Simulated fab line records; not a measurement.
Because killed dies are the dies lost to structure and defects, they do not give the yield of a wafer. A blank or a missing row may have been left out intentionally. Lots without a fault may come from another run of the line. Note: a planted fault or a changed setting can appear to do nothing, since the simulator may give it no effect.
Chamber matching | flow n5-finfet | rie-diel-02 running N5_BEOL_M0_SAQP_ETCH_49: 4 sister chambers
The step etches SiO2 in CF4/O2, target depth 37 nm. 24 wafers are shown with their chamber, then 12 later ones without.

## WAFERS PAIRED WITH THEIR CHAMBERS
wafer  | chamber | showerhead-plenum-p-Torr (Torr) | drypump-motor-current-A (A) | throttle-valve-pct (%)
L081.2 | 0       | 2.26                            | 5.1                         | 15.91
L081.3 | 2       | 2.18                            | 6.5                         | 15.96
L081.4 | 2       | 2.18                            | 6.4                         | 15.98
L082.1 | 0       | 2.26                            | 5.1                         | 15.93
L082.4 | 2       | 2.18                            | 6.4                         | 15.97
L082.5 | 1       | 2.20                            | 5.8                         | 15.55
L085.3 | 2       | 2.17                            | 6.5                         | 15.98
L085.4 | 3       | 2.35                            | 5.6                         | 15.46
L085.5 | 3       | 2.35                            | 5.6                         | 15.47
L087.2 | 0       | 2.26                            | 5.1                         | 15.95
L087.4 | 1       | 2.19                            | 5.8                         | 15.58
L087.5 | 2       | 2.17                            | 6.4                         | 15.98
L088.3 | 0       | 2.26                            | 5.1                         | 15.95
L088.4 | 3       | 2.35                            | 5.6                         | 15.47
L088.5 | 2       | 2.17                            | 6.5                         | 15.97
L089.1 | 0       | 2.26                            | 5.1                         | 15.96
L089.2 | 3       | 2.35                            | 5.6                         | 15.49
L089.6 | 0       | 2.26                            | 5.1                         | 15.96
L090.1 | 0       | 2.26                            | 5.0                         | 15.94
L090.4 | 2       | 2.17                            | 6.4                         | 16.00
L090.5 | 0       | 2.26                            | 5.0                         | 15.94
L092.1 | 0       | 2.26                            | 5.1                         | 15.94
L092.2 | 2       | 2.17                            | 6.5                         | 16.02
L092.5 | 2       | 2.17                            | 6.5                         | 16.00

SIGNATURES (averages over the wafers above)
reading                  | chamber 0 | chamber 1 | chamber 2 | chamber 3 | scatter within a chamber
showerhead-plenum-p-Torr | 2.2600    | 2.1950    | 2.1733    | 2.3500    | 0.00354
drypump-motor-current-A  | 5.078     | 5.800     | 6.456     | 5.600     | 0.0435
throttle-valve-pct       | 15.9422   | 15.5650   | 15.9844   | 15.4725   | 0.0169
Rule: for a wafer and a chamber, the distance is found by dividing, reading by reading, the gap between the wafer's reading and the chamber's mean by the reading's scatter, squaring, summing and taking the root. If the next closest chamber is less than 2 further off than the closest, the wafer can't be placed; otherwise it belongs to the closest. How the scatter is found: for the shown wafers, subtract from each reading the mean of its chamber, square and add these, divide the total by (wafers less chambers), then take the root.

## WAFERS MISSING THEIR CHAMBER
wafer  | showerhead-plenum-p-Torr (Torr) | drypump-motor-current-A (A) | throttle-valve-pct (%)
L093.3 | 2.26                            | 5.0                         | 15.95
L093.4 | 2.19                            | 5.7                         | 15.58
L093.6 | 2.17                            | 6.5                         | 15.99
L095.1 | 2.26                            | 5.1                         | 15.97
L095.4 | 2.26                            | 5.1                         | 15.96
L095.6 | 2.19                            | 5.7                         | 15.61
L096.3 | 2.18                            | 5.8                         | 15.61
L096.5 | 2.34                            | 5.6                         | 15.51
L096.6 | 2.25                            | 5.1                         | 15.99
L097.1 | 2.25                            | 5.1                         | 15.97
L097.2 | 2.34                            | 5.6                         | 15.52
L097.5 | 2.18                            | 5.8                         | 15.62

## WHICH CHAMBER EACH ONE RAN IN
wafer  | from the rows above | in truth
L093.3 | 0                   | 0
L093.4 | 1                   | 1
L093.6 | 2                   | 2
L095.1 | 0                   | 0
L095.4 | 0                   | 0
L095.6 | 1                   | 1
L096.3 | 1                   | 1
L096.5 | 3                   | 3
L096.6 | 0                   | 0
L097.1 | 0                   | 0
L097.2 | 3                   | 3
L097.5 | 1                   | 1
Correct placement for 12 of the 12. From these rows, 0 cannot be placed. Number placed wrongly: 0.
